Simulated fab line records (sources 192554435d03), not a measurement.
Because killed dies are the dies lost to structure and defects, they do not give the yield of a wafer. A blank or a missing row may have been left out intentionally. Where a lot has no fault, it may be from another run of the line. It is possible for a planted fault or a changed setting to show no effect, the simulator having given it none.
fab line records ; flow n5-finfet ; part 1 of 2: steps 1 to 22 of 32
[record] lots = 5; wafers = 15; last-day = 19
route steps=1938 shown BEOL_M13@1688 BEOL_M14@1716
lots untouched by any fault: they come from a run of this same line in which no faults occurred
start-h: the number of hours between the record's first day and the start of the first shown wafer of the lot ; wait-h: hours from the lot's prior step to this one ; " as in the row above ; L1.1+2: a single row standing in for several wafers ; - no value, or no start was given ; * or withheld: withheld ; < > ~ a bound
route shown NAME@n: NAME is a module with steps in the file, n the number in the route of the first one ; usual: mean and standard deviation over wafers with no fault ; same: alike in all rows ; chamber/n: place in a boat ; sites: per-site readings ; _std_site: standard deviation of those values ; _edge_site: the outer-site mean with the inner-site mean subtracted ; radius-mm: for every site, how far away it sits from the centre of the wafer ; mask NAME#n: copy n ; behind: the most recent tool/chamber to have shaped the wafer ; hold: reason for holding the lot/hours on hold/outcome of the hold ; device: names the non-switching transistor (n, p or np) ; end of line: tests run on the same wafers once the route is complete ; step lacking rows: just its recipe ; killed: count of dies lost to structure and defects at first sort (not the wafer's yield) ; map: a wafer's dies, x killed, . not, _ none there
set.NAME: the setting as run; set.NAME@STEP: as run at that earlier step ; model.NAME: the simulator's own value behind a step, which no gauge read
a table for each step, a row for each wafer; lots at some steps of the route
services: the hour from which a tool's chamber was out of use, counted from the record's first day as start-h (under 0 if before that day), plus the number of hours and why
[[steps]]
[step N5_BEOL_M13_HARDBAKE_32]
[recipe] temp-c = 130; time-s = 120
[same] time-s = 120
lot.wafer;tool;chamber;start-h;wait-h
L074.1+4+5;litho-track-02;0;-;-
L076.2+3+6;litho-track-05;0;-;-
L085.1+4+5;litho-track-01;0;-;-
L091.1+2+5;litho-track-01;0;-;-
L094.4+5+6;litho-track-02;0;-;-
[step N5_BEOL_M13_CD_MEAS_28]
[recipe] target-cd-nm = 209.5; landing-energy-ev = 500; detector = se-inlens
[usual] cd-nm = 209.2/1
lot.wafer;tool;chamber;start-h;wait-h;cd-nm
L074.1;cd-sem-01;0;283.30;-;207.9
L074.4;cd-sem-01;0;283.30;-;212.2
L074.5;cd-sem-01;0;283.30;-;210.0
L076.2;cd-sem-03;0;283.74;-;210.5
L076.3;cd-sem-03;0;283.74;-;210.3
L076.6;cd-sem-03;0;283.74;-;209.0
L085.1;cd-sem-01;0;326.62;-;207.3
L085.4;cd-sem-01;0;326.62;-;209.1
L085.5;cd-sem-01;0;326.62;-;208.6
L091.1;cd-sem-03;0;361.86;-;209.2
L091.2;cd-sem-03;0;361.86;-;208.6
L091.5;cd-sem-03;0;361.86;-;209.9
L094.4;cd-sem-03;0;418.41;-;209.5
L094.5;cd-sem-03;0;418.41;-;211.0
L094.6;cd-sem-03;0;418.41;-;208.0
[step N5_BEOL_M13_OVL_MEAS_29]
[recipe] points-per-wafer = 44
[usual] M13_OVL = -2/5
lot.wafer;tool;chamber;start-h;wait-h;M13_OVL[nm]
L074.1;overlay-01;0;283.33;0.0;-1
L074.4;overlay-01;0;283.33;0.0;-5
L074.5;overlay-01;0;283.33;0.0;-5
L076.2;overlay-02;0;283.76;0.0;-3
L076.3;overlay-02;0;283.76;0.0;-4
L076.6;overlay-02;0;283.76;0.0;-3
L085.1;overlay-01;0;326.65;0.0;-1
L085.4;overlay-01;0;326.65;0.0;-2
L085.5;overlay-01;0;326.65;0.0;0
L091.1;overlay-02;0;361.89;0.0;2
L091.2;overlay-02;0;361.89;0.0;1
L091.5;overlay-02;0;361.89;0.0;-11
L094.4;overlay-01;0;418.44;0.0;-3
L094.5;overlay-01;0;418.44;0.0;-8
L094.6;overlay-01;0;418.44;0.0;-2
[step N5_BEOL_M13_INSPECT_30]
[recipe] mode = adi; inspect-instrument = macro
[usual] raw-defect-count = 2.0/1.2
lot.wafer;tool;chamber;start-h;wait-h;raw-defect-count
L074.1;defect-inspect-01;-;283.36;0.0;2
L074.4;defect-inspect-01;-;283.36;0.0;4
L074.5;defect-inspect-01;-;283.36;0.0;1
L076.2;defect-inspect-02;-;283.79;0.0;5
L076.3;defect-inspect-02;-;283.79;0.0;1
L076.6;defect-inspect-02;-;283.79;0.0;4
L085.1;defect-inspect-01;-;326.68;0.0;2
L085.4;defect-inspect-01;-;326.68;0.0;2
L085.5;defect-inspect-01;-;326.68;0.0;0
L091.1;defect-inspect-02;-;361.92;0.0;0
L091.2;defect-inspect-02;-;361.92;0.0;1
L091.5;defect-inspect-02;-;361.92;0.0;1
L094.4;defect-inspect-01;-;418.47;0.0;2
L094.5;defect-inspect-01;-;418.47;0.0;2
L094.6;defect-inspect-01;-;418.47;0.0;0
[step N5_BEOL_M13_DESCUM_33]
[recipe] chemistry = O2; time-s = 7.9; source-power-w = 50; bias-power-w = 20; pressure-mtorr = 20; rf-frequency-hz = 2.712e+07; temp-c = 40; o2-flow-sccm = 225
[usual] bias-power-w = 20.00/0.06; drypump-motor-current-A = 5.7/0.33; oes-product-au = 0.77/0.095; rf-vpp-V = 243.2/1.4; showerhead-plenum-p-Torr = 2.10/0.07; throttle-valve-pct = 20.65/0.23
[same] time-s = 7.9
lot.wafer;tool;chamber;start-h;wait-h;bias-power-w;drypump-motor-current-A;oes-product-au;rf-hours-counter-h;rf-vpp-V;showerhead-plenum-p-Torr;throttle-valve-pct
L074.1;rie-diel-03;1;283.39;0.0;20.03;6.0;0.88;25;246.6;2.22;20.50
L074.4;rie-diel-03;2;283.39;0.0;19.92;5.3;0.73;171;242.6;2.09;20.81
L074.5;rie-diel-03;2;283.39;0.0;19.95;5.3;0.73;-;244.3;2.09;20.82
L076.2;rie-diel-03;1;283.94;0.2;20.13;5.9;0.91;25;243.5;2.22;20.49
L076.3;rie-diel-03;0;283.94;0.2;20.06;5.4;0.73;203;243.5;2.09;20.63
L076.6;rie-diel-03;1;283.94;0.2;20.11;5.9;0.89;-;245.4;2.22;20.51
L085.1;rie-diel-02;2;326.71;0.0;19.94;5.6;0.68;235;242.5;2.04;20.67
L085.4;rie-diel-02;0;326.71;0.0;20.11;5.8;0.81;91;242.2;2.04;20.13
L085.5;rie-diel-02;1;326.71;0.0;20.05;5.6;0.70;-;243.3;2.16;20.76
L091.1;rie-diel-01;1;361.95;0.0;19.98;6.0;0.70;242;242.2;2.06;20.76
L091.2;rie-diel-01;0;361.95;0.0;19.91;5.7;0.68;239;242.3;2.08;20.87
L091.5;rie-diel-01;0;361.95;0.0;19.97;5.7;0.68;-;244.5;2.08;20.88
L094.4;rie-diel-01;0;418.51;0.0;20.01;5.7;0.98;-;240.7;2.08;20.51
L094.5;rie-diel-01;1;418.51;0.0;20.02;6.0;0.96;-;243.0;2.05;20.48
L094.6;rie-diel-01;3;418.51;0.0;19.92;6.4;0.70;-;241.6;1.96;20.53
[step N5_BEOL_M13_ETCH_67]
[recipe] chemistry = CF4; target = SiARC; target-depth-a = 1430; time-s = 238.3; ion-energy-ev = 80; pressure-mtorr = 40; source-w = 545; bias-w = 36; Ar_flow_sccm = 100; cf4-flow-sccm = 100; ends = cleared
[usual] drypump-motor-current-A = 5.7/0.33; etch-rf-on-time-s = 236/5.7; oes-product-au = 0.66/0.081; rf-vpp-V = 184.1/1.1; showerhead-plenum-p-Torr = 2.15/0.064; throttle-valve-pct = 15.82/0.22
lot.wafer;tool;chamber;start-h;wait-h;drypump-motor-current-A;etch-rf-on-time-s;oes-product-au;rf-hours-counter-h;rf-vpp-V;showerhead-plenum-p-Torr;throttle-valve-pct
L074.1;rie-diel-03;1;283.43;0.0;5.9;225;0.78;25;185.2;2.26;15.60
L074.4;rie-diel-03;2;283.43;0.0;5.3;232;0.63;171;184.4;2.13;15.93
L074.5;rie-diel-03;2;283.43;0.0;5.3;233;0.63;-;183.8;2.13;15.96
L076.2;rie-diel-03;1;283.97;0.0;5.9;230;0.77;25;186.6;2.26;15.59
L076.3;rie-diel-03;0;283.97;0.0;5.4;236;0.62;203;183.1;2.13;15.75
L076.6;rie-diel-03;1;283.97;0.0;5.9;229;0.77;-;185.0;2.26;15.59
L085.1;rie-diel-02;2;326.75;0.0;5.7;234;0.60;235;183.6;2.12;16.06
L085.4;rie-diel-02;0;326.75;0.0;5.8;240;0.69;91;183.8;2.09;15.35
L085.5;rie-diel-02;1;326.75;0.0;5.6;249;0.59;-;184.7;2.20;15.89
L091.1;rie-diel-01;1;361.98;0.0;6.1;246;0.60;242;184.1;2.11;15.97
L091.2;rie-diel-01;0;361.98;0.0;5.7;242;0.59;239;183.2;2.12;15.96
L091.5;rie-diel-01;0;361.98;0.0;5.8;241;0.58;-;185.3;2.12;15.98
L094.4;rie-diel-01;0;418.61;0.1;5.7;232;0.83;-;184.3;2.12;15.49
L094.5;rie-diel-01;1;418.61;0.1;6.0;239;0.81;-;184.4;2.10;15.51
L094.6;rie-diel-01;3;418.61;0.1;6.5;237;0.59;-;182.5;2.03;15.82
[step N5_BEOL_M13_ETCH_68]
[recipe] chemistry = N2/H2; target = SOC; mask-material = SiARC; source-w = 3000; bias-w = 350; temp-c = 40; time-s = 355; ion-energy-ev = 200; pressure-mtorr = 30; n2-flow-sccm = 200; h2-flow-sccm = 200
[usual] drypump-motor-current-A = 5.7/0.33; oes-product-au = 0.77/0.095; rf-vpp-V = 523.9/2.5; showerhead-plenum-p-Torr = 2.55/0.081; throttle-valve-pct = 18.00/0.21
[same] time-s = 355
lot.wafer;tool;chamber;start-h;wait-h;drypump-motor-current-A;oes-product-au;rf-hours-counter-h;rf-vpp-V;showerhead-plenum-p-Torr;throttle-valve-pct
L074.1;rie-diel-03;1;283.57;0.1;5.9;0.89;25;528.9;2.70;17.88
L074.4;rie-diel-03;2;283.57;0.1;5.3;0.74;171;523.3;2.52;17.98
L074.5;rie-diel-03;2;283.57;0.1;5.3;0.74;-;522.2;2.52;17.98
L076.2;rie-diel-03;1;284.12;0.1;5.9;0.89;26;527.9;2.70;17.91
L076.3;rie-diel-03;0;284.12;0.1;5.4;0.72;203;522.7;2.53;18.07
L076.6;rie-diel-03;1;284.12;0.1;5.9;0.89;-;528.1;2.70;17.91
L085.1;rie-diel-02;2;326.89;0.1;5.7;0.69;235;523.8;2.50;18.14
L085.4;rie-diel-02;0;326.89;0.1;5.8;0.82;91;521.4;2.48;17.49
L085.5;rie-diel-02;1;326.89;0.1;5.6;0.71;-;526.6;2.62;18.12
L091.1;rie-diel-01;1;362.13;0.1;6.0;0.70;243;522.2;2.51;18.22
L091.2;rie-diel-01;0;362.13;0.1;5.7;0.68;239;523.3;2.52;18.17
L091.5;rie-diel-01;0;362.13;0.1;5.7;0.68;-;522.1;2.52;18.17
L094.4;rie-diel-01;0;418.78;0.1;5.7;0.97;-;520.7;2.51;17.76
L094.5;rie-diel-01;1;418.78;0.1;6.0;0.97;-;522.1;2.50;17.88
L094.6;rie-diel-01;3;418.78;0.1;6.4;0.70;-;519.6;2.41;18.05
[step N5_BEOL_M13_STRIP_69]
[recipe] chemistry = N2/H2; temp-c = 40; n2-flow-sccm = 200; h2-flow-sccm = 200; rf-frequency-hz = 6e+07
lot.wafer;tool;chamber;start-h;wait-h
L074.1+4+5;rie-diel-03;1,2,2;283.78;0.1
L076.2+3+6;rie-diel-03;1,0,1;284.33;0.1
L085.1+4+5;rie-diel-02;2,0,1;327.10;0.1
L091.1+2+5;rie-diel-01;1,0,0;362.34;0.1
L094.4+5+6;rie-diel-01;0,1,3;418.89;0.0
[step N5_BEOL_M13_TRENCH_ETCH_34]
[recipe] chemistry = C4F8/O2/Ar; target = SiOC; target-depth-a = 4134.7; mask-material = SOC; pressure-mtorr = 30; source-w = 3000; bias-w = 700; Ar_flow_sccm = 400; C4F8_flow_sccm = 15; O2_flow_sccm = 8; he-inner-torr = 15; he-outer-torr = 30; time-s = 162.6; ion-energy-ev = 250
[usual] drypump-motor-current-A = 5.7/0.33; oes-product-au = 0.77/0.095; rf-vpp-V = 666/3; showerhead-plenum-p-Torr = 3.42/0.1; throttle-valve-pct = 24.40/0.2
[same] time-s = 162.6
lot.wafer;tool;chamber;start-h;wait-h;drypump-motor-current-A;oes-product-au;rf-hours-counter-h;rf-vpp-V;showerhead-plenum-p-Torr;throttle-valve-pct
L074.1;rie-diel-03;1;283.79;0.0;6.0;0.89;25;672;3.60;24.28
L074.4;rie-diel-03;2;283.79;0.0;5.4;0.73;171;665;3.39;24.51
L074.5;rie-diel-03;2;283.79;0.0;5.4;0.74;-;666;3.39;24.48
L076.2;rie-diel-03;1;284.34;0.0;6.0;0.90;26;671;3.60;24.29
L076.3;rie-diel-03;0;284.34;0.0;5.4;0.72;203;664;3.41;24.38
L076.6;rie-diel-03;1;284.34;0.0;6.0;0.89;-;672;3.60;24.29
L085.1;rie-diel-02;2;327.11;0.0;5.7;0.69;235;665;3.38;24.63
L085.4;rie-diel-02;0;327.11;0.0;5.8;0.82;91;663;3.32;23.86
L085.5;rie-diel-02;1;327.11;0.0;5.6;0.71;-;666;3.51;24.46
L091.1;rie-diel-01;1;362.35;0.0;6.1;0.70;243;662;3.37;24.57
L091.2;rie-diel-01;0;362.35;0.0;5.7;0.69;240;665;3.39;24.56
L091.5;rie-diel-01;0;362.35;0.0;5.7;0.68;-;665;3.39;24.56
L094.4;rie-diel-01;0;418.97;0.1;5.8;0.98;-;665;3.38;24.25
L094.5;rie-diel-01;1;418.97;0.1;6.0;0.96;-;662;3.36;24.30
L094.6;rie-diel-01;3;418.97;0.1;6.5;0.68;-;658;3.22;24.24
[step N5_BEOL_M13_STRIP_70]
[recipe] chemistry = C4F8/O2/Ar; resist = SiARC; rf-frequency-hz = 6e+07
lot.wafer;tool;chamber;start-h;wait-h
L074.1+4+5;rie-diel-03;1,2,2;283.93;0.1
L076.2+3+6;rie-diel-03;1,0,1;284.48;0.1
L085.1+4+5;rie-diel-02;2,0,1;327.25;0.1
L091.1+2+5;rie-diel-01;1,0,0;362.49;0.1
L094.4+5+6;rie-diel-01;0,1,3;419.04;0.0
[step N5_BEOL_M13_OCD_MEAS_35]
[usual] trench-depth-nm = 415/6.3
lot.wafer;tool;chamber;start-h;wait-h;trench-depth-nm
L074.1;ocd-02;-;283.97;0.0;421
L074.4;ocd-02;-;283.97;0.0;410
L074.5;ocd-02;-;283.97;0.0;410
L076.2;ocd-01;-;284.52;0.0;428
L076.3;ocd-01;-;284.52;0.0;415
L076.6;ocd-01;-;284.52;0.0;426
L085.1;ocd-02;-;327.29;0.0;416
L085.4;ocd-02;-;327.29;0.0;418
L085.5;ocd-02;-;327.29;0.0;420
L091.1;ocd-01;-;362.53;0.0;411
L091.2;ocd-01;-;362.53;0.0;417
L091.5;ocd-01;-;362.53;0.0;411
L094.4;ocd-02;-;419.08;0.0;424
L094.5;ocd-02;-;419.08;0.0;417
L094.6;ocd-02;-;419.08;0.0;410
[step N5_BEOL_M13_STRIP_37]
[recipe] chemistry = N2/H2; power-w = 1000; temp-c = 250; h2-frac = 0.65; overash-fraction = 0.3; pressure-mtorr = withheld; n2-flow-sccm = 1750; h2-flow-sccm = 3250
[usual] drypump-motor-current-A = 5.43/0.12; heater-power-w = 334/10; oes-product-au = 0.785/0.011
lot.wafer;tool;chamber;start-h;wait-h;drypump-motor-current-A;heater-power-w;oes-product-au;rf-hours-counter-h
L074.1;plasma-asher-01;1;284.01;0.0;5.31;326;0.782;73
L074.4;plasma-asher-01;1;284.01;0.0;5.30;322;0.806;-
L074.5;plasma-asher-01;1;284.01;0.0;5.30;325;0.786;-
L076.2;plasma-asher-02;1;284.56;0.0;5.39;343;0.776;127
L076.3;plasma-asher-02;1;284.56;0.0;5.38;340;0.759;-
L076.6;plasma-asher-02;1;284.56;0.0;5.38;336;0.779;-
L085.1;plasma-asher-01;1;327.33;0.0;5.26;323;0.779;82
L085.4;plasma-asher-01;1;327.33;0.0;5.27;315;0.786;-
L085.5;plasma-asher-01;1;327.33;0.0;5.28;317;0.775;-
L091.1;plasma-asher-02;0;362.57;0.0;5.40;350;0.789;143
L091.2;plasma-asher-02;1;362.57;0.0;5.39;328;0.796;143
L091.5;plasma-asher-02;1;362.57;0.0;5.41;338;0.778;-
L094.4;plasma-asher-01;0;419.13;0.1;5.57;340;0.783;-
L094.5;plasma-asher-01;1;419.13;0.1;5.27;322;0.768;-
L094.6;plasma-asher-01;0;419.13;0.1;5.59;340;0.787;-
[step N5_BEOL_M13_ETCH_38]
[recipe] chemistry = CF4/N2; target = SiCN; target-depth-a = 675; taper-deg = 2; time-s = 71.9; ion-energy-ev = 150; mask-material = SiO2; pressure-mtorr = 40; source-w = 430; bias-w = 70; Ar_flow_sccm = 100; cf4-flow-sccm = 60; n2-flow-sccm = 60
[usual] drypump-motor-current-A = 5.6/0.32; oes-product-au = 0.76/0.088; rf-vpp-V = 382.5/1.9; showerhead-plenum-p-Torr = 2.22/0.068; throttle-valve-pct = 15.66/0.22
[same] time-s = 71.9
lot.wafer;tool;chamber;start-h;wait-h;drypump-motor-current-A;oes-product-au;rf-hours-counter-h;rf-vpp-V;showerhead-plenum-p-Torr;throttle-valve-pct
L074.1;rie-diel-01;0;285.99;-;5.7;0.69;218;383.5;2.20;15.77
L074.4;rie-diel-01;3;285.99;-;6.5;0.72;214;379.5;2.09;15.60
L074.5;rie-diel-01;0;285.99;-;5.8;0.69;-;380.6;2.20;15.78
L076.2;rie-diel-03;2;286.40;-;5.3;0.73;173;381.0;2.19;15.77
L076.3;rie-diel-03;1;286.40;-;5.9;0.91;27;386.6;2.33;15.45
L076.6;rie-diel-03;0;286.40;-;5.4;0.72;-;382.4;2.20;15.61
L085.1;rie-diel-01;2;327.84;-;5.5;0.71;212;384.7;2.27;15.93
L085.4;rie-diel-01;1;327.84;-;6.1;0.71;-;382.2;2.18;15.80
L085.5;rie-diel-01;0;327.84;-;5.7;0.69;-;380.2;2.19;15.82
L091.1;rie-diel-03;3;362.79;-;5.5;0.69;242;381.6;2.18;15.91
L091.2;rie-diel-03;0;362.79;-;5.4;0.71;222;381.3;2.19;15.65
L091.5;rie-diel-03;0;362.79;-;5.4;0.71;-;381.4;2.19;15.64
L094.4;rie-diel-02;0;422.27;-;5.8;0.77;-;380.2;2.14;15.27
L094.5;rie-diel-02;3;422.27;-;5.0;0.83;-;384.0;2.33;15.66
L094.6;rie-diel-02;2;422.27;-;5.7;0.94;-;381.7;2.17;15.41
[step N5_BEOL_M13_PRECLEAN_39]
[recipe] chemistry = residue-remover; time-s = 60; temp-c = 40
[same] time-s = 60
lot.wafer;tool;chamber;start-h;wait-h
L074.1+4+5;wet-bench-02;0,3,2;286.12;0.1
L076.2+3+6;wet-bench-02;4,1,7;286.53;0.1
L085.1+4+5;wet-bench-03;2,4,7;327.97;0.1
L091.1+2+5;wet-bench-02;4,6,5;362.92;0.1
L094.4+5+6;wet-bench-03;6,4,1;422.35;0.0
[step N5_BEOL_M13_SRD_40]
[recipe] time-s = 30; temp-c = 23; rinse-liquid = diw; dry = n2-spin; spin-rpm = 1500; dry-time-s = 30
[same] time-s = 30
lot.wafer;tool;chamber;start-h;wait-h
L074.1+4+5;wet-bench-02;0,3,2;286.13;0.0
L076.2+3+6;wet-bench-02;4,1,7;286.55;0.0
L085.1+4+5;wet-bench-03;2,4,7;327.99;0.0
L091.1+2+5;wet-bench-02;4,6,5;362.94;0.0
L094.4+5+6;wet-bench-03;6,4,1;422.37;0.0
[step N5_BEOL_M13_DEGAS_41]
[recipe] ambient = vacuum; temp-c = 250; time-s = 60
[usual] heater-power-w = 333/49
[same] time-s = 60
lot.wafer;tool;chamber;start-h;wait-h;heater-power-w
L074.1;pvd-sputter-02;-;286.25;0.1;368
L074.4;pvd-sputter-02;-;286.25;0.1;411
L074.5;pvd-sputter-02;-;286.25;0.1;340
L076.2;pvd-sputter-03;-;288.25;1.7;331
L076.3;pvd-sputter-03;-;288.25;1.7;385
L076.6;pvd-sputter-03;-;288.25;1.7;380
L085.1;pvd-sputter-01;-;329.76;1.8;365
L085.4;pvd-sputter-01;-;329.76;1.8;363
L085.5;pvd-sputter-01;-;329.76;1.8;219
L091.1;pvd-sputter-02;-;363.32;0.4;360
L091.2;pvd-sputter-02;-;363.32;0.4;406
L091.5;pvd-sputter-02;-;363.32;0.4;334
L094.4;pvd-sputter-03;-;422.86;0.5;299
L094.5;pvd-sputter-03;-;422.86;0.5;297
L094.6;pvd-sputter-03;-;422.86;0.5;375
[step N5_BEOL_M13_PRE_CLEAN_42]
[recipe] gas = H2/He; time-s = 30; temp-c = 250
[usual] heater-power-w = 332/49
[same] time-s = 30
lot.wafer;tool;chamber;start-h;wait-h;heater-power-w
L074.1;pvd-sputter-02;-;286.29;0.0;368
L074.4;pvd-sputter-02;-;286.29;0.0;412
L074.5;pvd-sputter-02;-;286.29;0.0;330
L076.2;pvd-sputter-03;-;288.29;0.0;337
L076.3;pvd-sputter-03;-;288.29;0.0;373
L076.6;pvd-sputter-03;-;288.29;0.0;389
L085.1;pvd-sputter-01;-;329.80;0.0;352
L085.4;pvd-sputter-01;-;329.80;0.0;366
L085.5;pvd-sputter-01;-;329.80;0.0;217
L091.1;pvd-sputter-02;-;363.36;0.0;353
L091.2;pvd-sputter-02;-;363.36;0.0;419
L091.5;pvd-sputter-02;-;363.36;0.0;317
L094.4;pvd-sputter-03;-;422.90;0.0;302
L094.5;pvd-sputter-03;-;422.90;0.0;302
L094.6;pvd-sputter-03;-;422.90;0.0;369
[step N5_BEOL_M13_SPUTTER_43]
[recipe] material = TaN; target-thk-a = 150; temp-c = 50; bias-v = 168.6; power-w = 15000; chamber-pressure-pa = 0.12; time-s = 24.19
[usual] throttle-valve-pct = 30.7/1
[same] time-s = 24.19
lot.wafer;tool;chamber;start-h;wait-h;throttle-valve-pct
L074.1;pvd-sputter-02;-;286.33;0.0;30.4
L074.4;pvd-sputter-02;-;286.33;0.0;30.0
L074.5;pvd-sputter-02;-;286.33;0.0;31.3
L076.2;pvd-sputter-03;-;288.33;0.0;30.5
L076.3;pvd-sputter-03;-;288.33;0.0;31.1
L076.6;pvd-sputter-03;-;288.33;0.0;31.4
L085.1;pvd-sputter-01;-;329.84;0.0;30.5
L085.4;pvd-sputter-01;-;329.84;0.0;30.6
L085.5;pvd-sputter-01;-;329.84;0.0;29.5
L091.1;pvd-sputter-02;-;363.40;0.0;29.9
L091.2;pvd-sputter-02;-;363.40;0.0;30.0
L091.5;pvd-sputter-02;-;363.40;0.0;32.3
L094.4;pvd-sputter-03;-;422.94;0.0;31.0
L094.5;pvd-sputter-03;-;422.94;0.0;28.8
L094.6;pvd-sputter-03;-;422.94;0.0;31.5
[step N5_BEOL_M13_SPUTTER_44]
[recipe] material = Ta; target-thk-a = 100; temp-c = 50; bias-v = 80; power-w = 15000; chamber-pressure-pa = 0.07; time-s = 16.13
[usual] throttle-valve-pct = 30.8/1
[same] time-s = 16.13
lot.wafer;tool;chamber;start-h;wait-h;throttle-valve-pct
L074.1;pvd-sputter-02;-;286.41;0.0;30.3
L074.4;pvd-sputter-02;-;286.41;0.0;30.1
L074.5;pvd-sputter-02;-;286.41;0.0;31.5
L076.2;pvd-sputter-03;-;288.41;0.0;30.7
L076.3;pvd-sputter-03;-;288.41;0.0;31.4
L076.6;pvd-sputter-03;-;288.41;0.0;31.3
L085.1;pvd-sputter-01;-;329.92;0.0;30.6
L085.4;pvd-sputter-01;-;329.92;0.0;30.8
L085.5;pvd-sputter-01;-;329.92;0.0;29.7
L091.1;pvd-sputter-02;-;363.48;0.0;30.3
L091.2;pvd-sputter-02;-;363.48;0.0;30.2
L091.5;pvd-sputter-02;-;363.48;0.0;32.5
L094.4;pvd-sputter-03;-;423.02;0.0;30.8
L094.5;pvd-sputter-03;-;423.02;0.0;29.1
L094.6;pvd-sputter-03;-;423.02;0.0;31.3
[step N5_BEOL_M13_SPUTTER_45]
[recipe] material = Cu; target-thk-a = 800; temp-c = -20; bias-v = 60; power-w = 26000; chamber-pressure-pa = 0.13; time-s = 13.33
[usual] throttle-valve-pct = 30.7/1
[same] time-s = 13.33
lot.wafer;tool;chamber;start-h;wait-h;throttle-valve-pct
L074.1;pvd-sputter-02;-;286.49;0.0;30.1
L074.4;pvd-sputter-02;-;286.49;0.0;30.1
L074.5;pvd-sputter-02;-;286.49;0.0;31.7
L076.2;pvd-sputter-03;-;288.49;0.0;30.2
L076.3;pvd-sputter-03;-;288.49;0.0;31.2
L076.6;pvd-sputter-03;-;288.49;0.0;31.1
L085.1;pvd-sputter-01;-;330.00;0.0;30.5
L085.4;pvd-sputter-01;-;330.00;0.0;30.6
L085.5;pvd-sputter-01;-;330.00;0.0;29.7
L091.1;pvd-sputter-02;-;363.56;0.0;30.4
L091.2;pvd-sputter-02;-;363.56;0.0;30.0
L091.5;pvd-sputter-02;-;363.56;0.0;32.4
L094.4;pvd-sputter-03;-;423.10;0.0;30.7
L094.5;pvd-sputter-03;-;423.10;0.0;28.8
L094.6;pvd-sputter-03;-;423.10;0.0;31.4
[step N5_BEOL_M13_ECD_47]
[recipe] material = Cu; target-thk-a = 9360
lot.wafer;tool;chamber;start-h;wait-h
L074.1+4+5;ecd-cu-02;1;286.63;0.1
L076.2+3+6;ecd-cu-01;0,0,1;288.61;0.1
L085.1+4+5;ecd-cu-01;1,0,1;330.12;0.1
L091.1+2+5;ecd-cu-02;1,0,1;363.68;0.1
L094.4+5+6;ecd-cu-01;1,0,1;423.26;0.1
[step N5_BEOL_M13_ANNEAL_48]
[recipe] temp-c = 225; time-s = 90; ambient = N2
[usual] wafer_temp_C_max = 226.1/0.3
[same] time-s = 90
lot.wafer;tool;chamber;start-h;wait-h;wafer_temp_C_max
L074.1;rtp-anneal-02;0;287.39;0.7;226.5
L074.4;rtp-anneal-02;0;287.39;0.7;225.9
L074.5;rtp-anneal-02;0;287.39;0.7;226.1
L076.2;rtp-anneal-02;0;288.82;0.2;226.2
L076.3;rtp-anneal-02;0;288.82;0.2;226.2
L076.6;rtp-anneal-02;0;288.82;0.2;226.4
L085.1;rtp-anneal-02;0;330.28;0.1;225.9
L085.4;rtp-anneal-02;0;330.28;0.1;225.8
L085.5;rtp-anneal-02;0;330.28;0.1;226.1
L091.1;rtp-anneal-01;0;363.84;0.1;226.0
L091.2;rtp-anneal-01;0;363.84;0.1;226.1
L091.5;rtp-anneal-01;0;363.84;0.1;225.8
L094.4;rtp-anneal-02;0;424.00;0.7;225.7
L094.5;rtp-anneal-02;0;424.00;0.7;226.0
L094.6;rtp-anneal-02;0;424.00;0.7;226.3
